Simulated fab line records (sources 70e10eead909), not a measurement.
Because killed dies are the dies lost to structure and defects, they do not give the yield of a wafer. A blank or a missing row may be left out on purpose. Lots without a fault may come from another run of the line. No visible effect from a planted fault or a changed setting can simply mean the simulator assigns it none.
fab line records	flow nand_harc
record: lots: 12	wafers: 36	last_day: 27
route steps=1159 shown A_BLC@983 A_M0@1003 END@1159
lots untouched by any fault: they come from a run of this same line in which no faults occurred
start_h: hours from the record's first day to the start of the lot's first wafer shown	wait_h: hours elapsed since this lot's preceding step	" the same as in the row above	L1.1+2: one row covering several wafers at once	- no value present, or no start provided	* or withheld: withheld	< > ~ a bound
route shown NAME@n: NAME is a module with steps in the file, n the number in the route of the first one	usual: mean and standard deviation over wafers with no fault	same: alike in all rows	chamber/n: place in a boat	sites: the reading at each site	_std_site: the values' standard deviation	_edge_site: mean of outer sites minus mean of inner sites	radius_mm: how far each site lies from the wafer's centre	mask NAME#n: copy n	behind: the last tool/chamber to shape the wafer	hold: why the lot went on hold/how many hours it stayed there/how the hold came to an end	device: whichever transistor did not switch (one of n, p or np)	end of line: tests run on the same wafers once the route is complete	a step without rows: its recipe alone	killed: the dies lost at the first sort to structure and to defects; this is not the yield of the wafer	map: a wafer's dies, marking killed ones x, the rest . and places with no die _
set.NAME: setting as actually run; set.NAME@STEP: the setting as run at that earlier step	model.NAME: the simulator's own value behind a step, which no gauge read
the route's steps for a sample of lots (tables are steps, rows are wafers)
services: a tool's chamber out of use, with start hour (start_h, from the record's first day; less than 0 if before it), hours out, and reason
== steps ==
step: NHARC_A_BLC_STRIP_21
recipe: o2_flow_sccm: 500	ar_flow_sccm: 0	bias_w: 0	chemistry: O2
usual: drypump_motor_current_A: 5.6/0.36	oes_product_au: 0.997/0.0074	rf_vpp_V: 58.0/0.97	showerhead_plenum_p_Torr: 3.59/0.17	throttle_valve_pct: 17.036/0.0086
lot.wafer	tool	chamber	start_h	wait_h	drypump_motor_current_A	oes_product_au	rf_hours_counter_h	rf_vpp_V	showerhead_plenum_p_Torr	throttle_valve_pct
L616.1	rie_diel-09	0	411.49	0.1	4.8	0.997	49	57.7	3.33	17.045
L616.5	"	3	"	"	5.3	0.998	-	56.8	3.53	17.040
L616.6	"	0	"	"	4.8	1.003	-	57.2	3.33	17.030
L617.2	rie_diel-06	3	431.84	0.1	5.2	0.999	0	58.5	3.74	17.041
L617.3	"	0	"	"	5.8	0.990	0	57.4	3.29	17.031
L617.6	"	1	"	"	6.1	0.999	-	57.8	3.76	17.033
L618.1	rie_diel-06	0	432.99	0.1	5.8	0.988	0	57.4	3.29	17.027
L618.3	"	1	"	"	6.1	0.997	0	57.6	3.76	17.030
L618.4	"	1	"	"	6.2	0.999	-	59.2	3.76	17.047
L619.4	rie_diel-08	1	439.04	0.1	5.2	1.008	12	57.5	3.59	17.041
L619.1	"	2	"	"	5.9	0.997	8	59.9	3.75	17.034
L619.6	"	0	"	"	5.3	0.992	-	57.9	3.48	17.038
L630.2	rie_diel-06	2	512.97	0.1	5.6	1.011	8	57.7	3.51	17.049
L630.6	"	1	"	"	6.1	0.994	-	58.2	3.76	17.029
L630.5	"	2	"	"	5.6	1.002	-	59.7	3.51	17.056
L631.3	rie_diel-08	2	538.04	0.1	5.9	0.999	5	56.1	3.75	17.031
L631.2	"	3	"	"	5.5	0.997	3	58.0	3.63	17.032
L631.6	"	1	"	"	5.2	0.991	-	60.1	3.59	17.028
L633.1	rie_diel-06	2	542.46	0.1	5.6	0.998	10	57.6	3.50	17.041
L633.3	"	3	"	"	5.2	0.986	11	57.9	3.73	17.040
L633.4	"	1	"	"	6.2	0.997	11	59.5	3.76	17.048
L632.2	rie_diel-08	2	542.50	0.1	5.9	0.994	6	58.3	3.75	17.027
L632.1	"	3	"	"	5.5	1.000	3	58.4	3.63	17.045
L632.5	"	2	"	"	5.9	0.989	-	58.4	3.75	17.033
L636.1	rie_diel-08	0	565.11	0.1	5.3	0.982	7	56.4	3.48	17.029
L636.5	"	2	"	"	5.9	0.992	-	58.0	3.74	17.034
L636.6	"	3	"	"	5.5	0.993	-	58.6	3.63	17.038
L639.4	rie_diel-06	0	568.99	0.1	5.9	1.002	14	56.4	3.28	17.048
L639.3	"	1	"	"	6.1	1.003	14	59.9	3.76	17.037
L639.6	"	1	"	"	6.1	0.999	-	58.7	3.76	17.031
L638.2	rie_diel-08	0	569.76	0.1	5.3	0.990	8	57.8	3.48	17.021
L638.5	"	1	"	"	5.2	0.994	-	58.3	3.59	17.051
L638.6	"	2	"	"	5.9	0.989	-	58.4	3.74	17.033
L637.1	rie_diel-06	0	575.36	0.1	5.8	0.992	15	56.9	3.28	17.047
L637.2	"	1	"	"	6.1	0.997	15	57.5	3.76	17.031
L637.6	"	1	"	"	6.1	0.991	-	58.0	3.76	17.037
step: NHARC_A_M0_DEVELOP_08
recipe: develop_time_s: 35	dev_temp_c: 23
lot.wafer	tool	chamber	start_h	wait_h
L616.1+5+6	litho_track-06	0	428	-
L617.2+3+6	litho_track-04	0	434	-
L618.1+3+4	litho_track-04	0	435	-
L619.1+4+6	litho_track-04	0	441	-
L630.2+5+6	litho_track-01	0	515	-
L631.2+3+6	litho_track-04	0	557	-
L633.1+3+4	litho_track-06	0	561	-
L632.1+2+5	litho_track-01	0	561	-
L636.1+5+6	litho_track-06	0	569	-
L639.3+4+6	litho_track-04	0	572	-
L638.2+5+6	litho_track-04	0	573	-
L637.1+2+6	litho_track-06	0	581	-
step: NHARC_A_M0_CD_MEAS_16
usual: cd_nm: 79.7/0.67
lot.wafer	tool	chamber	start_h	wait_h	cd_nm
L616.1	cd_sem-03	-	428.91	-	79.0
L616.5	"	-	"	"	80.0
L616.6	"	-	"	"	79.7
L617.2	cd_sem-03	-	435.33	-	80.0
L617.3	"	-	"	"	80.3
L617.6	"	-	"	"	79.9
L618.1	cd_sem-02	-	436.35	-	79.3
L618.3	"	-	"	"	79.1
L618.4	"	-	"	"	78.9
L619.1	cd_sem-01	-	442.25	-	80.0
L619.4	"	-	"	"	82.2
L619.6	"	-	"	"	80.1
L630.2	cd_sem-01	-	516.09	-	79.0
L630.5	"	-	"	"	79.3
L630.6	"	-	"	"	79.3
L631.2	cd_sem-02	-	558.40	-	79.4
L631.3	"	-	"	"	80.1
L631.6	"	-	"	"	80.1
L633.1	cd_sem-02	-	561.87	-	78.5
L633.3	"	-	"	"	78.9
L633.4	"	-	"	"	79.0
L632.1	cd_sem-03	-	562.12	-	80.0
L632.2	"	-	"	"	79.7
L632.5	"	-	"	"	79.8
L636.1	cd_sem-01	-	570.37	-	80.1
L636.5	"	-	"	"	79.3
L636.6	"	-	"	"	79.9
L639.3	cd_sem-01	-	573.06	-	80.2
L639.4	"	-	"	"	80.3
L639.6	"	-	"	"	80.8
L638.2	cd_sem-03	-	574.16	-	79.5
L638.5	"	-	"	"	79.6
L638.6	"	-	"	"	80.2
L637.1	cd_sem-03	-	582.47	-	79.5
L637.2	"	-	"	"	79.5
L637.6	"	-	"	"	80.3
step: NHARC_A_M0_DEGAS_28
recipe: temp_c: 250	time_s: 60
usual: heater_power_w: 341/28
lot.wafer	tool	chamber	start_h	wait_h	heater_power_w
L616.1	pvd_sputter-03	-	429.53	-	371
L616.6	"	-	"	"	378
L616.5	"	-	"	"	326
L617.3	pvd_sputter-02	-	435.95	-	403
L617.2	"	-	"	"	336
L617.6	"	-	"	"	331
L618.1	pvd_sputter-02	-	436.98	-	391
L618.4	"	-	"	"	340
L618.3	"	-	"	"	324
L619.4	pvd_sputter-02	-	442.87	-	354
L619.1	"	-	"	"	397
L619.6	"	-	"	"	314
L630.2	pvd_sputter-03	-	516.72	-	353
L630.5	"	-	"	"	300
L630.6	"	-	"	"	340
L631.2	pvd_sputter-02	-	559.02	-	335
L631.3	"	-	"	"	312
L631.6	"	-	"	"	333
L633.3	pvd_sputter-01	-	562.49	-	347
L633.4	"	-	"	"	344
L633.1	"	-	"	"	352
L632.1	pvd_sputter-03	-	562.79	-	352
L632.2	"	-	"	"	292
L632.5	"	-	"	"	360
L636.1	pvd_sputter-03	-	571.01	-	371
L636.6	"	-	"	"	322
L636.5	"	-	"	"	293
L639.4	pvd_sputter-03	-	573.68	-	355
L639.3	"	-	"	"	375
L639.6	"	-	"	"	350
L638.2	pvd_sputter-03	-	574.79	-	359
L638.6	"	-	"	"	308
L638.5	"	-	"	"	298
L637.2	pvd_sputter-03	-	583.12	-	297
L637.1	"	-	"	"	308
L637.6	"	-	"	"	351
step: NHARC_A_M0_PRE_CLEAN_29
recipe: time_s: 30	temp_c: 280	gas: H2/He
usual: heater_power_w: 416/35
lot.wafer	tool	chamber	start_h	wait_h	heater_power_w
L616.1	pvd_sputter-03	-	-	-	441
L616.5	"	-	"	"	453
L616.6	"	-	"	"	456
L617.3	pvd_sputter-02	-	-	-	484
L617.2	"	-	"	"	416
L617.6	"	-	"	"	424
L618.4	pvd_sputter-02	-	-	-	430
L618.1	"	-	"	"	380
L618.3	"	-	"	"	393
L619.4	pvd_sputter-02	-	-	-	378
L619.1	"	-	"	"	416
L619.6	"	-	"	"	432
L630.2	pvd_sputter-03	-	-	-	373
L630.5	"	-	"	"	443
L630.6	"	-	"	"	378
L631.2	pvd_sputter-02	-	-	-	427
L631.3	"	-	"	"	487
L631.6	"	-	"	"	439
L633.3	pvd_sputter-01	-	-	-	466
L633.4	"	-	"	"	415
L633.1	"	-	"	"	417
L632.2	pvd_sputter-03	-	-	-	382
L632.1	"	-	"	"	431
L632.5	"	-	"	"	442
L636.1	pvd_sputter-03	-	-	-	440
L636.6	"	-	"	"	443
L636.5	"	-	"	"	380
L639.4	pvd_sputter-03	-	-	-	362
L639.3	"	-	"	"	427
L639.6	"	-	"	"	443
L638.2	pvd_sputter-03	-	-	-	416
L638.5	"	-	"	"	383
L638.6	"	-	"	"	355
L637.2	pvd_sputter-03	-	-	-	422
L637.1	"	-	"	"	449
L637.6	"	-	"	"	368
step: NHARC_END_SORT_01
recipe: temp_c: 25
usual: defect_limited_yield: 95.4/1.6	killed_at_array: 28/11	killed_at_other: 0.9/1.2	killed_at_periphery: 2.6/2.1	killed_dies: 31/11	killed_open: 3.1/1.7	killed_short: 1.9/1.3	sort_bin_2_pct: 1.5/0.64	sort_bin_3_pct: 0.26/0.21	sort_bin_4_pct: 2.9/1.1	sort_n_pass: 646/11	sort_rim_yield_pct: 96.4/2.3	sort_yield_pct: 95.4/1.6
same: gross_dies: 677	sort_bin_5_pct[%]: 0	sort_bin_6_pct[%]: 0	sort_bin_7_pct[%]: 0	sort_bin_8_pct[%]: 0	sort_rim_n_gross: 106.00
lot.wafer	tool	chamber	start_h	wait_h	defect_limited_yield[%]	killed_at_array	killed_at_other	killed_at_periphery	killed_dies	killed_open	killed_short	sort_bin_2_pct[%]	sort_bin_3_pct[%]	sort_bin_4_pct[%]	sort_n_pass	sort_rim_yield_pct[%]	sort_yield_pct[%]
L630.2	prober-02	0	557.66	2.8	94.8	33	1	1	35	1	5	1.9	0.15	3.1	642	98.1	94.8
L630.5	prober-02	0	560.05	3.7	95.0	32	2	0	34	6	2	1.8	0.30	3.0	643	98.1	95.0
L630.6	prober-02	0	560.85	4.0	94.4	36	0	2	38	2	2	1.8	0	3.8	639	95.3	94.4
L631.2	prober-02	0	599.20	2.8	96.2	23	3	0	26	2	0	1.2	0.44	2.2	651	100.0	96.2
L631.3	prober-02	0	600.00	3.1	97.0	14	4	2	20	5	1	0.9	0	2.1	657	98.1	97.0
L631.6	prober-02	0	602.37	4.0	95.1	30	3	0	33	3	0	1.5	0.30	3.1	644	97.2	95.1
L633.1	prober-02	0	606.09	2.4	93.8	38	0	4	42	3	3	1.6	0.30	4.3	635	94.3	93.8
L632.2	prober-01	0	610.13	2.8	94.8	26	1	8	35	4	1	1.3	0.30	3.5	642	95.3	94.8
L637.1	prober-02	0	644.94	2.5	93.9	39	2	0	41	5	2	2.5	0.30	3.2	636	98.1	93.9
L637.2	prober-02	0	645.74	2.8	95.0	27	7	0	34	1	1	1.5	1.03	2.5	643	87.7	95.0
L637.6	prober-02	0	648.93	4.0	94.5	36	1	0	37	3	2	1.8	0.30	3.4	640	97.2	94.5
killed by level:class
L630.2 A_CHANNEL_HOLE_D1:chamber_film_flake=18 A_CONTACT:chamber_film_flake=7 A_WL_FILL:geometric_particle:short=3 A_STAIRCASE:chamber_film_flake=2 A_ONON_D1:geometric_particle:open=1 A_M0:geometric_particle:short=1 P_ZERO_WELL:chamber_film_flake=1 STARTING-WAFER:geometric_particle:short=1
L630.5 A_CHANNEL_HOLE_D1:chamber_film_flake=17 A_CONTACT:chamber_film_flake=5 A_CONTACT:geometric_particle:open=3 A_WL_FILL:geometric_particle:short=2 A_STAIRCASE:chamber_film_flake=2 A_SOURCE_PLATE:geometric_particle:open=1 A_CHANNEL_FILL_D1:geometric_particle:open=1 STARTING-WAFER:geometric_particle:open=1
L630.6 A_CHANNEL_HOLE_D1:chamber_film_flake=24 A_CONTACT:chamber_film_flake=7 P_CONTACT:geometric_particle:short=1 A_ONON_D1:geometric_particle:open=1 A_CHANNEL_FILL_D1:geometric_particle:open=1 A_CHANNEL_FILL_D1:geometric_particle:short=1 P_ZERO_WELL:chamber_film_flake=1 A_ZERO_WELL:chamber_film_flake=1
L631.2 A_SLIT:chamber_film_flake=12 A_CHANNEL_HOLE_D1:chamber_film_flake=5 A_CONTACT:chamber_film_flake=3 THIN_TSV:chamber_film_flake=3 A_ONON_D1:geometric_particle:open=1 A_M0:geometric_particle:open=1 A_STAIRCASE:chamber_film_flake=1
L631.3 A_SLIT:chamber_film_flake=6 THIN_TSV:chamber_film_flake=4 A_WL_FILL:geometric_particle:open=2 A_STAIRCASE:chamber_film_flake=2 P_GATE:geometric_particle:open=1 A_CHANNEL_FILL_D1:geometric_particle:short=1 A_CHANNEL_FILL_D1:geometric_particle:open=1 A_CONTACT:geometric_particle:open=1
L631.6 A_SLIT:chamber_film_flake=12 A_CHANNEL_HOLE_D1:chamber_film_flake=7 A_CONTACT:chamber_film_flake=6 THIN_TSV:chamber_film_flake=3 A_BLC:geometric_particle:open=2 A_STAIRCASE:chamber_film_flake=2 A_CONTACT:geometric_particle:open=1
L633.1 A_CHANNEL_HOLE_D1:chamber_film_flake=18 A_SLIT:chamber_film_flake=11 A_CONTACT:chamber_film_flake=4 P_M2:chamber_film_flake=2 P_CONTACT:geometric_particle:short=1 P_M0:geometric_particle:open=1 A_SOURCE_PLATE:geometric_particle:short=1 A_WL_FILL:geometric_particle:short=1
L632.2 A_CHANNEL_HOLE_D1:chamber_film_flake=18 P_M2:chamber_film_flake=5 P_M1:chamber_film_flake=3 A_ONON_D1:geometric_particle:short=1 A_SOURCE_PLATE:geometric_particle:open=1 A_CHANNEL_FILL_D1:geometric_particle:open=1 A_SGD_CUT:geometric_particle:open=1 A_CONTACT:geometric_particle:open=1
L637.1 A_SLIT:chamber_film_flake=20 A_CHANNEL_HOLE_D1:chamber_film_flake=6 A_STAIRCASE:chamber_film_flake=3 A_CONTACT:chamber_film_flake=2 THIN_TSV:chamber_film_flake=2 A_SOURCE_PLATE:geometric_particle:short=1 A_CHANNEL_FILL_D1:geometric_particle:open=1 A_SGD_CUT:geometric_particle:open=1
L637.2 A_SLIT:chamber_film_flake=16 THIN_TSV:chamber_film_flake=7 A_CHANNEL_HOLE_D1:chamber_film_flake=4 A_WL_FILL:chamber_film_flake=2 A_CONTACT:chamber_film_flake=2 A_WL_FILL:geometric_particle:short=1 A_CONTACT:geometric_particle:open=1 A_STAIRCASE:chamber_film_flake=1
L637.6 A_SLIT:chamber_film_flake=20 A_CONTACT:chamber_film_flake=5 A_CHANNEL_HOLE_D1:chamber_film_flake=4 A_WL_FILL:geometric_particle:short=2 A_CONTACT:geometric_particle:open=1 A_BLC:geometric_particle:open=1 A_M0:geometric_particle:open=1 A_STAIRCASE:chamber_film_flake=1
== services ==
tool	chamber	start_h	hours	kind
pvd_sputter-02	-	392.00	10.0	pm
rie_diel-08	2	401.72	3.4	repair
pvd_sputter-03	-	404.00	3.0	repair
pvd_sputter-01	-	404.17	4.2	repair
rie_diel-06	3	409.83	5.7	repair
rie_diel-08	0	414.21	6.2	repair
rie_diel-06	-	418.28	9.0	pm
rie_diel-06	2	431.36	7.3	repair
litho_track-01	-	443.00	7.0	pm
rie_diel-06	-	455.40	0.5	repair
pvd_sputter-03	-	458.06	10.0	pm
pvd_sputter-01	-	463.54	1.1	repair
litho_track-06	-	467.00	7.0	pm
rie_diel-08	0	468.54	10.0	repair
rie_diel-08	-	478.86	9.0	pm
litho_track-04	-	491.00	7.0	pm
pvd_sputter-03	-	491.92	1.0	repair
pvd_sputter-03	-	497.98	1.0	repair
rie_diel-08	3	508.06	10.4	repair
pvd_sputter-01	-	514.00	10.0	pm
pvd_sputter-02	-	537.91	0.5	repair
pvd_sputter-01	-	548.86	7.2	repair
pvd_sputter-02	-	551.57	0.5	repair
pvd_sputter-02	-	570.00	10.0	pm
== key ==
first_sign: step: NHARC_A_M0_CD_MEAS_16	reading: cd_nm	direction: up	sigmas: 3.8	usual: 79.7	struck: 82.2
effect none on later readings
met_at NHARC_A_M0_DEVELOP_08
struck_lots L619
struck_wafers L619.4
not_acting_at NHARC_A_BLC_STRIP_21,NHARC_A_M0_DEGAS_28,NHARC_A_M0_PRE_CLEAN_29
onset_between 435 441
fault: kind: process_parameter_drift	tool: litho_track-04	chamber: -	onset_h: 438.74	steps: NHARC_A_M0_DEVELOP_08	channel: develop_time_s	offset: *	shape: step	end_h: 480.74	scope: struck_wafers_only	acts_in: *	stated: *
